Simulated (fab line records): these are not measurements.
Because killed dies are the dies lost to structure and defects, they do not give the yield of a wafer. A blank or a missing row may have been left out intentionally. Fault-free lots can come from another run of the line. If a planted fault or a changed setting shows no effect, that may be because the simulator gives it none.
A lot that was struck, set against a sound lot -- flow nand-harc -- 13 out of 1159 route steps
Sound: these wafers, L592.1, L592.2, L592.5. Wafers struck: L605.1, L605.3, L605.4. The cause is named last.
Order at every step that has rows: each side's tool, ch and its chambers, its first start. Under that, the readings that differ: sound wafers -- struck wafers -- difference of the means -- sigmas: that difference in standard deviations of wafers without a fault.
alike: readings whose means differ by less than 2 such deviations, and words and numbers that are the same on both sides. not compared: withheld readings, readings that some wafer has no value for, bounds like >300 that may hide the same value, and numbers for which the record gives no deviation and whose values overlap.
The two part at a step that has a row with sigmas, a row that says differs or no value, or rows on one side only. Numbers that don't overlap but have no deviation are shown without sigmas and don't part them. Lack of a reading on every wafer of one side parts them only where that side has two or more wafers.

NHARC_A_STAIRCASE_ETCH_221: etches the open film in C4F8/O2, target depth 100 nm, time 40.5 s.
  sound on rie-diel-10 ch 0,1,2; struck on rie-diel-01 ch 0,1,3
  alike: bias-w, oes-product-au, rf-vpp-V
  not compared: rf-hours-counter-h
then, 7 steps without rows for these wafers: NHARC_A_STAIRCASE_TRIM_222 (chemistry O2, time 211.2 s); NHARC_A_STAIRCASE_ETCH_223 (etches the open film in C4F8/O2, target depth 100 nm, time 40.5 s); NHARC_A_STAIRCASE_TRIM_224 (chemistry O2, time 211.2 s); NHARC_A_STAIRCASE_ETCH_225 (etches the open film in C4F8/O2, target depth 100 nm, time 40.5 s); NHARC_A_STAIRCASE_TRIM_226 (chemistry O2, time 211.2 s); NHARC_A_STAIRCASE_ETCH_227 (etches the open film in C4F8/O2, target depth 100 nm, time 40.5 s); NHARC_A_STAIRCASE_TRIM_229 (chemistry O2, time 211.2 s).
NHARC_A_STAIRCASE_ETCH_230: etches the open film in C4F8/O2, target depth 100 nm, time 40.5 s.
  sound on rie-diel-01 ch 0,3; struck on rie-diel-01 ch 0,1,2
  alike: bias-w, oes-product-au, rf-vpp-V
  not compared: rf-hours-counter-h
NHARC_A_STAIRCASE_TRIM_231: chemistry O2, time 211.2 s.
  sound on rie-diel-01 ch 0,3; struck on rie-diel-01 ch 0,1,2
  alike: drypump-motor-current-A, oes-product-au, rf-vpp-V, run-length-s, showerhead-plenum-p-Torr, throttle-valve-pct
  not compared: rf-hours-counter-h
NHARC_A_STAIRCASE_ETCH_232: etches the open film in C4F8/O2, target depth 100 nm, time 40.5 s.
  sound on rie-diel-01 ch 1,3; struck on rie-diel-01 ch 0,1,3
  alike: bias-w, oes-product-au, rf-vpp-V
  not compared: rf-hours-counter-h
NHARC_A_STAIRCASE_TRIM_233: chemistry O2, time 211.2 s.
  sound on rie-diel-01 ch 0,2,3, day 11 18:50; struck on rie-diel-01 ch 0,2,3, day 15 10:30
reading,sound,struck,difference,sigmas
bias-w (W),0 0 0,- - -,no value on the struck wafers,
run-length-s (s),232.8 232.9 232.6,223.6 223.9 224.1,-8.9,-20
  alike: drypump-motor-current-A, oes-product-au, rf-vpp-V, showerhead-plenum-p-Torr, throttle-valve-pct
  not compared: rf-hours-counter-h
NHARC_A_STAIRCASE_ETCH_234: etches the open film in C4F8/O2, target depth 100 nm, time 40.5 s.
  sound on rie-diel-01 ch 0,1,2; struck on rie-diel-01 ch 0,1,3
  alike: bias-w, oes-product-au, rf-vpp-V
  not compared: rf-hours-counter-h

== WHERE THEY PART ==
NHARC_A_STAIRCASE_TRIM_233 only, going by this record. Later steps at which nothing parts them and some readings are alike: NHARC_A_STAIRCASE_ETCH_234.

WHY: what had been put in by the simulator
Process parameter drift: rie-diel-01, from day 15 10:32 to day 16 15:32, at NHARC_A_STAIRCASE_TRIM_233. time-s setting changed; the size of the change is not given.
